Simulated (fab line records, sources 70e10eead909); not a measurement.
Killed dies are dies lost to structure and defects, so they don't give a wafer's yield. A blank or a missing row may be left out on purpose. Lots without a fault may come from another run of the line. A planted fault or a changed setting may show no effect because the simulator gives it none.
Chamber matching | flow nand_harc | NHARC_P_M1_STRIP_18 on rie_diel-13: 4 sister chambers
The step strips in N2/H2. 18 wafers are shown with their chamber, then 9 later ones without.

WAFERS WITH THEIR CHAMBER
wafer  | chamber | drypump_motor_current_A (A) | oes_product_au (a.u.) | throttle_valve_pct (%)
L075.3 | 1       | 5.42                        | 1.000                 | 14.183
L075.4 | 0       | 5.66                        | 0.998                 | 14.173
L075.5 | 2       | 5.20                        | 1.000                 | 14.164
L077.1 | 3       | 5.72                        | 1.006                 | 14.166
L077.3 | 1       | 5.41                        | 1.005                 | 14.163
L077.4 | 2       | 5.21                        | 1.001                 | 14.155
L080.3 | 0       | 5.64                        | 0.991                 | 14.156
L080.4 | 3       | 5.70                        | 1.006                 | 14.160
L080.5 | 2       | 5.19                        | 1.011                 | 14.155
L085.1 | 2       | 5.17                        | 1.005                 | 14.175
L085.4 | 0       | 5.65                        | 0.997                 | 14.180
L085.6 | 0       | 5.65                        | 0.998                 | 14.167
L088.1 | 3       | 5.71                        | 1.005                 | 14.174
L088.4 | 1       | 5.45                        | 0.996                 | 14.188
L088.6 | 0       | 5.66                        | 0.997                 | 14.180
L090.2 | 2       | 5.17                        | 0.998                 | 14.165
L090.4 | 3       | 5.71                        | 1.000                 | 14.170
L090.5 | 0       | 5.64                        | 1.002                 | 14.176

SIGNATURES (means of the wafers above)
reading                 | chamber 0 | chamber 1 | chamber 2 | chamber 3 | scatter within a chamber
drypump_motor_current_A | 5.6500    | 5.4267    | 5.1880    | 5.7100    | 0.014
oes_product_au          | 0.99717   | 1.00033   | 1.00300   | 1.00425   | 0.00409
throttle_valve_pct      | 14.17200  | 14.17800  | 14.16280  | 14.16750  | 0.0091
Rule: a wafer's distance from a chamber is the root of the sum, over the readings, of the square of ((its reading less the chamber's mean) divided by the reading's scatter). The wafer belongs to the nearest chamber; if the next one is less than 2 further off, it can't be placed. The scatter: the root of (the sum of the squares of (reading less its chamber's mean) over the shown wafers, divided by (wafers less chambers)).

WAFERS WITHOUT THEIR CHAMBER
wafer  | drypump_motor_current_A (A) | oes_product_au (a.u.) | throttle_valve_pct (%)
L091.2 | 5.42                        | 0.993                 | 14.162
L091.3 | 5.64                        | 0.997                 | 14.170
L091.5 | 5.70                        | 1.002                 | 14.162
L093.1 | 5.73                        | 0.994                 | 14.181
L093.2 | 5.16                        | 0.977                 | 14.177
L093.6 | 5.71                        | 0.993                 | 14.175
L094.1 | 5.64                        | 1.004                 | 14.154
L094.4 | 5.18                        | 0.998                 | 14.176
L094.5 | 5.71                        | 0.999                 | 14.180

WHICH CHAMBER EACH WENT THROUGH
wafer  | from the rows above     | in truth
L091.2 | 1                       | 1
L091.3 | 0                       | 0
L091.5 | 3                       | 3
L093.1 | 3                       | 3
L093.2 | 2                       | 2
L093.6 | can't be placed: 3 or 0 | 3
L094.1 | 0                       | 0
L094.4 | 2                       | 2
L094.5 | 3                       | 3
Placed correctly: 8 of 9. Can't be placed from these rows: 1 (the true chamber is among the candidates in 1). Placed wrongly: 0.
